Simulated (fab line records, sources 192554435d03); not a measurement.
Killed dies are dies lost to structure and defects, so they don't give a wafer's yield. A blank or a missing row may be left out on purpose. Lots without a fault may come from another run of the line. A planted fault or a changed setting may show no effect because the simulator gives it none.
fab line records | flow n5_finfet
record lots=7 wafers=21 last_day=22
route steps=1938 shown BEOL_M8@1341
lots that met no fault: from a run of the same line without faults
start_h: hours from the record's first day to the start of the lot's first wafer shown | wait_h: hours since the lot's step before | " the same as in the row above | L1.1+2: a row that stands for several wafers | - no value, or no start given | * or withheld: withheld | < > ~ a bound
route shown NAME@n: a module of which the file shows steps, and the number in the route of the first | usual: mean/standard deviation of fault-free wafers | same: alike in all rows | chamber/n: place in a boat | sites: the reading at each site | _std_site: their standard deviation | _edge_site: outer sites' mean less inner sites' | radius_mm: how far each site lies from the wafer's centre | mask NAME#n: copy n | behind: the tool/chamber that last shaped the wafer | hold: why the lot was held/for how many hours/how that ended | device: the transistor (n, p or np) that didn't switch | end of line: the same wafers' tests at the end of the route | a step without rows: its recipe alone | killed: dies lost to structure and defects at the first sort, not the wafer's yield | map: a wafer's dies, x killed, . not, _ none there
set.NAME: the setting as run; set.NAME@STEP: as run at that earlier step | model.NAME: the simulator's own value behind a step, which no gauge read
lots at some steps of the route; a table a step, a row a wafer
services: from which hour (start_h, from the record's first day; less than 0 if before it) a tool's chamber was out of use, for how many hours, and why
## steps
# step N5_BEOL_M8_SOFTBAKE_06
# recipe temp_c=110 time_s=60 resist=CAR-ArF
# step N5_BEOL_M8_EXPOSE_08
# recipe mask_id=M8 na=1.35 source_shape=dipole sigma_inner=0.817 sigma_outer=0.97 polarization=te dose_mj=68.25
# step N5_BEOL_M8_PEB_09
# recipe peb_temp_c=withheld peb_time_s=60 resist=CAR-ArF
# step N5_BEOL_M8_DEVELOP_10
# recipe develop_time_s=30 developer=TMAH resist=CAR-ArF rinse_liquid=diw dry=air_spin dev_temp_c=23
# step N5_BEOL_M8_CD_MEAS_11
# recipe target_cd_nm=38.5 landing_energy_ev=500 detector=se_inlens polarity=opening
# usual cd_nm=38.5/0.44
# columns lot.wafer tool chamber start_h wait_h cd_nm
L938.2 cd_sem-02 0 223.36 - 39.1
L938.4 " 0 " " 39.0
L938.6 " 0 " " 39.0
L947.1 cd_sem-01 0 349.43 - 38.7
L947.5 " 0 " " 38.5
L947.6 " 0 " " 39.0
L948.1 cd_sem-01 0 349.83 - 38.0
L948.2 " 0 " " 37.9
L948.3 " 0 " " 38.5
L949.3 cd_sem-02 0 357.79 - 38.7
L949.4 " 0 " " 38.4
L949.5 " 0 " " 38.2
L959.1 cd_sem-01 0 405.17 - 38.4
L959.2 " 0 " " 38.7
L959.3 " 0 " " 38.2
L958.2 cd_sem-01 0 428.53 - 38.2
L958.3 " 0 " " 38.4
L958.4 " 0 " " 38.1
L957.2 cd_sem-03 0 429.05 - 37.6
L957.3 " 0 " " 38.1
L957.6 " 0 " " 38.3
# step N5_BEOL_M8_OVL_MEAS_12
# recipe points_per_wafer=44
# usual M8_OVL=-0.1/0.7
# same points_per_wafer=44
# columns lot.wafer tool chamber start_h wait_h M8_OVL[nm]
L938.2 overlay-01 0 223.39 0.0 0.0
L938.4 " 0 " " -0.7
L938.6 " 0 " " -0.2
L947.1 overlay-02 0 349.46 0.0 -0.3
L947.5 " 0 " " -1.0
L947.6 " 0 " " -0.5
L948.1 overlay-01 0 349.86 0.0 0.1
L948.2 " 0 " " -0.3
L948.3 " 0 " " -0.1
L949.3 overlay-01 0 357.82 0.0 -0.2
L949.4 " 0 " " 0.7
L949.5 " 0 " " 0.3
L959.1 overlay-02 0 405.20 0.0 -0.1
L959.2 " 0 " " 0.3
L959.3 " 0 " " 0.5
L958.2 overlay-01 0 428.56 0.0 0.8
L958.3 " 0 " " -0.3
L958.4 " 0 " " 1.1
L957.2 overlay-02 0 429.08 0.0 -0.1
L957.3 " 0 " " -0.2
L957.6 " 0 " " -0.1
# step N5_BEOL_M8_INSPECT_13
# recipe mode=adi inspect_instrument=brightfield
# usual raw_defect_count=381/91
# columns lot.wafer tool chamber start_h wait_h raw_defect_count
L938.2 defect_inspect-01 - 223.41 0.0 353
L938.4 " - " " 270
L938.6 " - " " 305
L947.1 defect_inspect-01 - 349.49 0.0 414
L947.5 " - " " 396
L947.6 " - " " 420
L948.1 defect_inspect-01 - 349.89 0.0 420
L948.2 " - " " 298
L948.3 " - " " 371
L949.3 defect_inspect-02 - 357.84 0.0 214
L949.4 " - " " 447
L949.5 " - " " 380
L959.1 defect_inspect-02 - 405.22 0.0 307
L959.2 " - " " 324
L959.3 " - " " 302
L958.2 defect_inspect-02 - 428.58 0.0 371
L958.3 " - " " 360
L958.4 " - " " 486
L957.2 defect_inspect-01 - 429.10 0.0 318
L957.3 " - " " 210
L957.6 " - " " 347
# step N5_BEOL_M8_DESCUM_16
# recipe chemistry=O2 time_s=7.9 source_power_w=50 bias_power_w=20 pressure_mtorr=20 rf_frequency_hz=2.712e+07 temp_c=40 resist=CAR-ArF o2_flow_sccm=225
# usual drypump_motor_current_A=5.6/0.43 oes_product_au=0.83/0.09 rf_vpp_V=243.5/1.5 showerhead_plenum_p_Torr=2.12/0.078 throttle_valve_pct=20.42/0.18
# columns lot.wafer tool chamber start_h wait_h drypump_motor_current_A oes_product_au rf_hours_counter_h rf_vpp_V showerhead_plenum_p_Torr throttle_valve_pct
L938.2 rie_diel-05 0 223.45 0.0 6.3 0.88 33 240.9 2.13 20.37
L938.4 " 1 " " 5.4 0.92 17 244.1 2.23 20.19
L938.6 " 1 " " 5.4 0.91 - 245.7 2.23 20.18
L947.1 rie_diel-04 0 349.52 0.0 6.1 0.87 58 245.0 2.21 20.31
L947.5 " 3 " " 5.1 0.91 - 243.1 2.14 20.37
L947.6 " 0 " " 6.1 0.87 - 243.8 2.21 20.31
L948.1 rie_diel-05 2 349.92 0.0 5.7 0.92 16 244.5 2.14 20.42
L948.2 " 1 " " 5.4 0.87 49 245.6 2.22 20.23
L948.3 " 3 " " 6.6 0.67 241 243.9 2.16 20.66
L949.3 rie_diel-04 1 357.88 0.0 5.6 0.82 100 240.4 2.02 20.64
L949.4 " 2 " " 5.2 0.93 13 243.0 2.04 20.10
L949.5 " 2 " " 5.2 0.93 - 243.2 2.04 20.12
L959.1 rie_diel-04 2 405.26 0.0 5.2 0.90 28 242.7 2.04 20.15
L959.2 " 1 " " 5.6 0.80 115 240.9 2.01 20.66
L959.3 " 3 " " 5.2 0.89 52 243.8 2.13 20.37
L958.2 rie_diel-04 3 428.62 0.0 5.1 0.88 61 244.3 2.13 20.41
L958.3 " 0 " " 6.1 0.85 76 245.6 2.20 20.35
L958.4 " 2 " " 5.1 0.89 37 242.3 2.04 20.16
L957.2 rie_diel-05 0 429.14 0.0 6.3 0.81 83 242.9 2.11 20.46
L957.3 " 1 " " 5.4 0.83 75 243.1 2.21 20.27
L957.6 " 2 " " 5.7 0.86 - 244.2 2.13 20.47
# step N5_BEOL_M8_ETCH_61
# recipe chemistry=CF4 target=SiARC target_depth_a=455 mask_material=CAR-ArF time_s=75.8 ion_energy_ev=80 pressure_mtorr=40 source_w=545 bias_w=36 Ar_flow_sccm=100 cf4_flow_sccm=100 ends=cleared
# usual drypump_motor_current_A=5.6/0.44 etch_rf_on_time_s=75.8/1.2 oes_product_au=0.71/0.077 rf_vpp_V=184.3/1.2 showerhead_plenum_p_Torr=2.17/0.075 throttle_valve_pct=15.59/0.2
# columns lot.wafer tool chamber start_h wait_h drypump_motor_current_A etch_rf_on_time_s oes_product_au rf_hours_counter_h rf_vpp_V showerhead_plenum_p_Torr throttle_valve_pct
L938.2 rie_diel-05 0 223.48 0.0 6.3 76.1 0.75 33 183.2 2.17 15.50
L938.4 " 1 " " 5.4 76.1 0.78 17 184.4 2.27 15.32
L938.6 " 1 " " 5.4 75.5 0.78 - 183.2 2.27 15.31
L947.1 rie_diel-04 0 349.56 0.0 6.1 74.8 0.73 58 186.5 2.26 15.51
L947.5 " 3 " " 5.1 75.6 0.77 - 184.0 2.18 15.44
L947.6 " 0 " " 6.1 74.7 0.74 - 184.8 2.26 15.50
L948.1 rie_diel-05 2 349.96 0.0 5.8 75.1 0.78 16 184.5 2.18 15.59
L948.2 " 1 " " 5.4 76.2 0.73 49 184.0 2.26 15.38
L948.3 " 3 " " 6.6 77.2 0.57 241 184.8 2.19 15.85
L949.3 rie_diel-04 1 357.91 0.0 5.6 77.3 0.70 100 184.1 2.07 15.76
L949.4 " 2 " " 5.2 74.5 0.80 13 182.5 2.10 15.34
L949.5 " 2 " " 5.1 74.3 0.80 - 182.3 2.10 15.35
L959.1 rie_diel-04 2 405.29 0.0 5.2 75.6 0.77 28 184.7 2.10 15.39
L959.2 " 1 " " 5.6 77.5 0.68 115 183.8 2.06 15.81
L959.3 " 3 " " 5.1 75.1 0.75 52 184.8 2.17 15.46
L958.2 rie_diel-04 3 428.65 0.0 5.1 74.8 0.74 61 184.1 2.17 15.50
L958.3 " 0 " " 6.1 74.4 0.73 76 186.2 2.25 15.53
L958.4 " 2 " " 5.2 74.7 0.76 37 183.2 2.10 15.39
L957.2 rie_diel-05 0 429.17 0.0 6.3 78.0 0.69 83 184.7 2.16 15.57
L957.3 " 1 " " 5.4 76.8 0.70 75 184.8 2.25 15.43
L957.6 " 2 " " 5.7 75.7 0.74 - 184.3 2.17 15.62
# step N5_BEOL_M8_ETCH_62
# recipe chemistry=N2/H2 target=SOC target_depth_a=1100 overetch_a=220 mask_material=SiARC temp_c=40 time_s=165 ion_energy_ev=200 pressure_mtorr=30 source_w=840 bias_w=150 n2_flow_sccm=200 h2_flow_sccm=200
# usual drypump_motor_current_A=5.6/0.43 oes_product_au=0.70/0.071 rf_vpp_V=524.8/2.7 showerhead_plenum_p_Torr=2.58/0.096 throttle_valve_pct=17.85/0.2
# columns lot.wafer tool chamber start_h wait_h drypump_motor_current_A oes_product_au rf_hours_counter_h rf_vpp_V showerhead_plenum_p_Torr throttle_valve_pct
L938.2 rie_diel-05 0 223.54 0.0 6.3 0.75 33 523.6 2.60 17.88
L938.4 " 1 " " 5.4 0.78 17 528.5 2.72 17.74
L938.6 " 1 " " 5.4 0.78 - 528.3 2.72 17.73
L947.1 rie_diel-04 0 349.61 0.0 6.1 0.73 58 529.4 2.70 17.76
L947.5 " 3 " " 5.1 0.76 - 526.6 2.59 17.80
L947.6 " 0 " " 6.1 0.73 - 526.7 2.70 17.76
L948.1 rie_diel-05 2 350.01 0.0 5.8 0.77 16 526.9 2.60 17.74
L948.2 " 1 " " 5.5 0.73 49 526.9 2.71 17.78
L948.3 " 3 " " 6.6 0.58 241 525.3 2.61 18.00
L949.3 rie_diel-04 1 357.97 0.0 5.6 0.70 100 521.1 2.46 18.05
L949.4 " 2 " " 5.1 0.78 13 523.6 2.48 17.43
L949.5 " 2 " " 5.2 0.77 - 523.2 2.48 17.44
L959.1 rie_diel-04 2 405.35 0.0 5.2 0.75 28 522.8 2.48 17.46
L959.2 " 1 " " 5.6 0.68 115 522.4 2.45 18.07
L959.3 " 3 " " 5.1 0.74 52 525.7 2.58 17.81
L958.2 rie_diel-04 3 428.71 0.0 5.1 0.73 61 524.4 2.57 17.82
L958.3 " 0 " " 6.1 0.71 76 527.3 2.69 17.81
L958.4 " 2 " " 5.2 0.74 37 524.4 2.47 17.50
L957.2 rie_diel-05 0 429.23 0.0 6.3 0.68 83 525.0 2.58 17.98
L957.3 " 1 " " 5.4 0.70 75 527.1 2.70 17.83
L957.6 " 2 " " 5.8 0.72 - 524.6 2.59 17.79
# step N5_BEOL_M8_STRIP_68
# recipe chemistry=N2/H2 temp_c=40 n2_flow_sccm=200 h2_flow_sccm=200 rf_frequency_hz=6e+07
# step N5_BEOL_M8_STRIP_67
# recipe chemistry=CF4 resist=SiARC power_w=300 bias_power_w=75 pressure_mtorr=50 cf4_flow_sccm=150 rf_frequency_hz=6e+07
# usual drypump_motor_current_A=5.6/0.43 oes_product_au=0.83/0.085 rf_vpp_V=271.7/1.6 showerhead_plenum_p_Torr=1.81/0.062 throttle_valve_pct=13.55/0.22
# columns lot.wafer tool chamber start_h wait_h drypump_motor_current_A oes_product_au rf_hours_counter_h rf_vpp_V showerhead_plenum_p_Torr throttle_valve_pct
L938.2 rie_diel-05 0 223.68 0.0 6.3 0.89 33 272.1 1.82 13.43
L938.4 " 1 " " 5.4 0.92 17 274.4 1.90 13.25
L938.6 " 1 " " 5.4 0.91 - 273.3 1.90 13.23
L947.1 rie_diel-04 0 349.76 0.0 6.1 0.86 58 272.7 1.90 13.48
L947.5 " 3 " " 5.1 0.90 - 273.9 1.82 13.36
L947.6 " 0 " " 6.1 0.85 - 274.6 1.90 13.48
L948.1 rie_diel-05 2 350.16 0.0 5.7 0.91 16 270.8 1.82 13.51
L948.2 " 1 " " 5.4 0.85 49 273.5 1.89 13.32
L948.3 " 3 " " 6.5 0.67 241 270.9 1.84 13.88
L949.3 rie_diel-04 1 358.11 0.0 5.6 0.82 100 270.9 1.73 13.72
L949.4 " 2 " " 5.2 0.93 13 270.6 1.76 13.28
L949.5 " 2 " " 5.2 0.93 - 272.2 1.76 13.30
L959.1 rie_diel-04 2 405.50 0.0 5.1 0.89 28 269.5 1.76 13.34
L959.2 " 1 " " 5.5 0.81 115 268.3 1.73 13.78
L959.3 " 3 " " 5.1 0.87 52 271.9 1.82 13.43
L958.2 rie_diel-04 3 428.85 0.0 5.1 0.85 61 271.0 1.82 13.43
L958.3 " 0 " " 6.1 0.83 76 272.3 1.89 13.51
L958.4 " 2 " " 5.2 0.88 37 271.9 1.76 13.34
L957.2 rie_diel-05 0 429.37 0.0 6.3 0.82 83 271.9 1.81 13.52
L957.3 " 1 " " 5.4 0.83 75 272.0 1.88 13.39
L957.6 " 2 " " 5.7 0.86 - 272.4 1.82 13.54
# step N5_BEOL_M8_HM_OPEN_17
# recipe chemistry=Cl2/BCl3 target_depth_a=200 overetch_a=60 target=TiN mask_material=SOC ion_energy_ev=150 pressure_mtorr=10 icp_w=1000 bias_w=126 Cl2_flow_sccm=53.25 bcl3_flow_sccm=21.75 Ar_flow_sccm=25
# usual bcl3_flow_sccm=21.75/0.068 bias_w=126.0/0.4 drypump_motor_current_A=5.63/0.3 he_backside_leak_sccm=3.39/0.25 oes_product_au=0.67/0.093 throttle_valve_pct=22.12/0.14
# columns lot.wafer tool chamber start_h wait_h bcl3_flow_sccm bias_w drypump_motor_current_A he_backside_leak_sccm oes_product_au rf_hours_counter_h throttle_valve_pct model.SOC_of_BEOL_M8_COAT_59.thk_nm
L938.2 rie_metal-01 1 223.72 0.0 21.70 125.6 5.88 3.57 0.56 95 22.35 92.2
L938.4 " 0 " " 21.69 125.3 5.55 3.67 0.56 - 22.08 92.2
L938.6 " 0 " " 21.81 125.1 5.56 3.57 0.55 - 22.07 92
L947.1 rie_metal-01 1 349.80 0.0 - - - - - - - 100.2
L947.5 " 0 " " - - - - - - - 100
L947.6 " 1 " " - - - - - - - 100.2
L948.1 rie_metal-03 0 350.20 0.0 - - - - - - - 100.2
L948.2 " 1 " " - - - - - - - 100.4
L948.3 " 1 " " - - - - - - - 100.4
L949.3 rie_metal-01 0 358.21 0.1 - - - - - - - 100.4
L949.4 " 0 " " - - - - - - - 100.4
L949.5 " 0 " " - - - - - - - 100.2
L959.1 rie_metal-02 0 405.64 0.1 21.72 126.5 6.22 3.36 0.63 57 22.19 91.8
L959.2 " 1 " " 21.87 125.5 5.65 3.13 0.75 11 22.06 92.2
L959.3 " 0 " " 21.66 126.0 6.27 3.23 0.64 - 22.21 92.4
L958.2 rie_metal-03 1 428.99 0.1 21.88 125.2 5.46 3.44 0.65 56 22.25 92
L958.3 " 0 " " 21.63 126.3 5.35 3.12 0.83 - 21.93 91.8
L958.4 " 1 " " 21.77 126.2 5.47 3.24 0.65 - 22.21 92
L957.2 rie_metal-03 1 429.42 0.0 21.84 126.3 5.44 3.28 0.64 56 22.23 92.2
L957.3 " 1 " " 21.78 125.9 5.45 3.61 0.64 - 22.26 92.4
L957.6 " 0 " " 21.70 125.8 5.30 3.17 0.81 - 21.92 91.8
# step N5_BEOL_M8_STRIP_19
# recipe chemistry=O2 power_w=400 temp_c=40 pressure_mtorr=30 rf_frequency_hz=6e+07 bias_power_w=0 overash_fraction=0.2 o2_flow_sccm=225
# usual drypump_motor_current_A=5.7/0.45 oes_product_au=0.82/0.09 rf_vpp_V=3.6/0.6 showerhead_plenum_p_Torr=2.12/0.079 throttle_valve_pct=16.67/0.2
# columns lot.wafer tool chamber start_h wait_h drypump_motor_current_A oes_product_au rf_hours_counter_h rf_vpp_V showerhead_plenum_p_Torr throttle_valve_pct
L938.2 rie_diel-05 3 223.83 0.1 6.5 0.69 207 3.6 2.17 16.86
L938.4 " 2 " " 5.8 0.68 239 3.8 2.15 17.09
L938.6 " 1 " " 5.4 0.93 - 3.4 2.24 16.41
L947.1 rie_diel-04 2 349.91 0.1 5.2 0.94 11 3.1 2.05 16.36
L947.5 " 2 " " 5.2 0.93 - 3.5 2.05 16.35
L947.6 " 1 " " 5.6 0.82 - 4.2 2.02 16.86
L948.1 rie_diel-02 0 350.31 0.1 5.6 0.66 246 3.1 1.98 16.74
L948.2 " 3 " " 5.6 0.72 200 4.2 2.00 16.97
L948.3 " 2 " " 5.7 0.75 153 3.6 2.18 16.82
L949.3 rie_diel-04 0 358.36 0.1 6.1 0.85 60 3.6 2.21 16.56
L949.4 " 3 " " 5.1 0.90 39 3.5 2.14 16.56
L949.5 " 0 " " 6.1 0.86 - 4.0 2.21 16.56
L959.1 rie_diel-02 1 405.89 0.2 5.8 0.68 239 3.1 2.16 16.82
L959.2 " 0 " " 5.6 0.97 4 3.3 2.24 16.29
L959.3 " 2 " " 5.7 0.74 172 3.7 2.17 16.86
L958.2 rie_diel-05 1 429.10 0.1 5.4 0.84 75 3.0 2.22 16.51
L958.3 " 2 " " 5.8 0.87 41 3.8 2.13 16.69
L958.4 " 3 " " 6.6 0.97 1 3.3 2.15 16.50
L957.2 rie_diel-04 1 429.53 0.1 5.6 0.80 124 3.4 2.01 16.91
L957.3 " 0 " " 6.1 0.84 76 4.7 2.21 16.57
L957.6 " 1 " " 5.6 0.79 - 4.7 2.01 16.90
# step N5_BEOL_M8_CD_MEAS_18
# recipe pitch_nm=80 target_cd_nm=40
# usual cd_nm=40.0/0.54
# columns lot.wafer tool chamber start_h wait_h cd_nm
L938.2 cd_sem-02 - 223.91 0.1 40.5
L938.4 " - " " 40.4
L938.6 " - " " 40.3
L947.1 cd_sem-01 - 349.98 0.0 -
L947.5 " - " " -
L947.6 " - " " -
L948.1 cd_sem-01 - 350.38 0.0 -
L948.2 " - " " -
L948.3 " - " " -
L949.3 cd_sem-03 - 358.43 0.1 -
L949.4 " - " " -
L949.5 " - " " -
L959.1 cd_sem-01 - 405.96 0.0 39.9
L959.2 " - " " 40.3
L959.3 " - " " 40.1
L958.2 cd_sem-03 - 429.17 0.1 39.4
L958.3 " - " " 40.2
L958.4 " - " " 40.0
L957.2 cd_sem-03 - 429.60 0.1 38.9
L957.3 " - " " 39.6
L957.6 " - " " 40.4
# step N5_BEOL_M8_COAT_63
# recipe resist=SOC temp_c=250 time_s=60 spin_rpm=1500 resist_thk_nm=60
## services
# columns tool chamber start_h hours kind
rie_diel-04 3 212.32 - clean
rie_diel-04 3 212.32 - consumable_replace:focus_ring
rie_diel-04 3 212.32 13.7 scheduled_down
rie_diel-04 3 212.32 13.7 vent_cycle
rie_metal-02 0 219.53 1.3 repair
rie_metal-01 - 228.73 0.3 repair
rie_diel-02 - 238.40 0.2 repair
rie_diel-02 0 251.28 2.0 repair
rie_metal-02 - 259.57 1.4 pm
rie_diel-05 2 261.55 - clean
rie_diel-05 2 261.55 - consumable_replace:focus_ring
rie_metal-02 1 291.93 7.4 repair
rie_diel-04 2 292.39 - clean
rie_diel-04 2 292.39 - consumable_replace:focus_ring
rie_diel-04 2 292.39 17.3 scheduled_down
rie_diel-04 2 292.39 17.3 vent_cycle
rie_metal-01 - 300.39 1.4 pm
rie_diel-05 1 333.99 5.9 repair
rie_diel-02 3 335.79 4.6 repair
rie_diel-04 3 382.33 7.4 repair
rie_diel-04 0 393.93 4.7 repair
rie_diel-04 0 401.55 15.5 repair
rie_metal-01 - 405.32 0.6 repair
rie_diel-02 0 421.32 2.2 repair
## key
first_sign step=N5_BEOL_M8_HM_OPEN_17 reading=tool_record direction=missing
effect step=N5_BEOL_M8_CD_MEAS_18 reading=cd_nm direction=missing
model_effect step=N5_BEOL_M8_HM_OPEN_17 value=SOC_of_BEOL_M8_COAT_59.thk_nm without=92.22 struck=100.3
met_at N5_BEOL_M8_HM_OPEN_17
struck_wafers L947.1,L947.5,L947.6,L948.1,L948.2,L948.3,L949.3,L949.4,L949.5
later_rows_left_out L947.1,L947.5,L947.6,L948.1,L948.2,L948.3,L949.3,L949.4,L949.5
sort_left_out L947.1,L947.5,L947.6,L948.1,L948.2,L948.3,L949.3,L949.4,L949.5
onset_between 223.72 349.80
earlier_fault kind=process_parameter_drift tool=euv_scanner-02 chamber=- onset_h=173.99 steps=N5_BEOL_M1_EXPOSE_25 channel=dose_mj offset=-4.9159 shape=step acts_in=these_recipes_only stated=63
fault kind=skipped_step_whole tool=rie_metal-01,rie_metal-03 chamber=- onset_h=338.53 steps=N5_BEOL_M8_HM_OPEN_17 scope=struck_lots_only
# sort_left_out: the simulated sort isn't trusted on such a fault, so these wafers' sort isn't shown, and their yield isn't known
# later_rows_left_out: the simulator's readings of these wafers behind a module that went badly wrong aren't trusted and aren't shown, but for the sort
